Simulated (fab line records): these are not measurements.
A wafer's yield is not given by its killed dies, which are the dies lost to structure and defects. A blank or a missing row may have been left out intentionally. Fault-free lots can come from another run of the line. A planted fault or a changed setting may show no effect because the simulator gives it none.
Chamber matching	flow n5 finfet	4 sister chambers for N5_BEOL_M2_ETCH_64 on rie diel-04
The step etches SOC in N2/H2, target depth 75 nm, overetch 22.5 nm, time 121.9 s. 22 wafers are shown with their chamber, then 11 later ones without.

WAFERS PAIRED WITH THEIR CHAMBERS
wafer	chamber	drypump motor current A (A)	throttle valve pct (%)	showerhead plenum p Torr (Torr)
L075.1	3	5.5	17.83	2.56
L075.4	0	6.3	17.24	2.59
L075.5	0	6.3	17.24	2.59
L077.3	1	5.5	18.00	2.53
L077.4	0	6.3	17.26	2.59
L077.6	3	5.5	17.85	2.56
L078.1	0	6.3	17.24	2.59
L078.3	2	5.2	17.48	2.58
L078.5	2	5.2	17.51	2.58
L079.1	0	6.3	17.24	2.58
L079.5	1	5.5	18.00	2.52
L079.6	2	5.2	17.49	2.58
L081.4	2	5.1	17.51	2.58
L081.5	2	5.2	17.49	2.58
L081.6	3	5.5	17.84	2.56
L082.2	2	5.2	17.51	2.58
L082.3	1	5.5	18.03	2.52
L082.6	0	6.2	17.26	2.58
L086.2	0	6.3	17.29	2.58
L086.3	3	5.5	17.86	2.55
L086.5	0	6.3	17.29	2.58
L089.3	1	5.5	18.04	2.52

SIGNATURES, as means of the wafers listed above
reading	chamber 0	chamber 1	chamber 2	chamber 3	scatter within a chamber
drypump motor current A	6.287	5.500	5.183	5.500	0.0308
throttle valve pct	17.2575	18.0175	17.4983	17.8450	0.0183
showerhead plenum p Torr	2.5850	2.5225	2.5800	2.5575	0.00441
Rule: distance of a wafer from a chamber = root of the sum over the readings of ((wafer's reading minus chamber's mean) / reading's scatter) squared. If the next closest chamber is less than 2 further off than the closest, the wafer can't be placed; otherwise it belongs to the closest. The scatter: take each reading less its chamber's mean, square it, sum over the shown wafers, divide by the number of wafers less the number of chambers, and take the root.

WAFERS MISSING THEIR CHAMBER
wafer	drypump motor current A (A)	throttle valve pct (%)	showerhead plenum p Torr (Torr)
L089.5	5.5	18.02	2.52
L089.6	6.3	17.30	2.58
L094.1	5.5	17.90	2.54
L094.2	5.5	18.07	2.51
L094.6	6.3	17.32	2.57
L096.2	5.5	18.08	2.51
L096.4	5.2	17.56	2.56
L096.5	6.3	17.32	2.57
L097.1	5.5	18.06	2.51
L097.2	6.3	17.32	2.57
L097.5	5.2	17.55	2.56

WHICH CHAMBER EACH ONE RAN IN
wafer	from the rows above	in truth
L089.5	1	1
L089.6	0	0
L094.1	3	3
L094.2	1	1
L094.6	0	0
L096.2	1	1
L096.4	2	2
L096.5	0	0
L097.1	1	1
L097.2	0	0
L097.5	2	2
Placed correctly: 11 of 11. Left unplaced by these rows: 0. 0 placed wrongly.
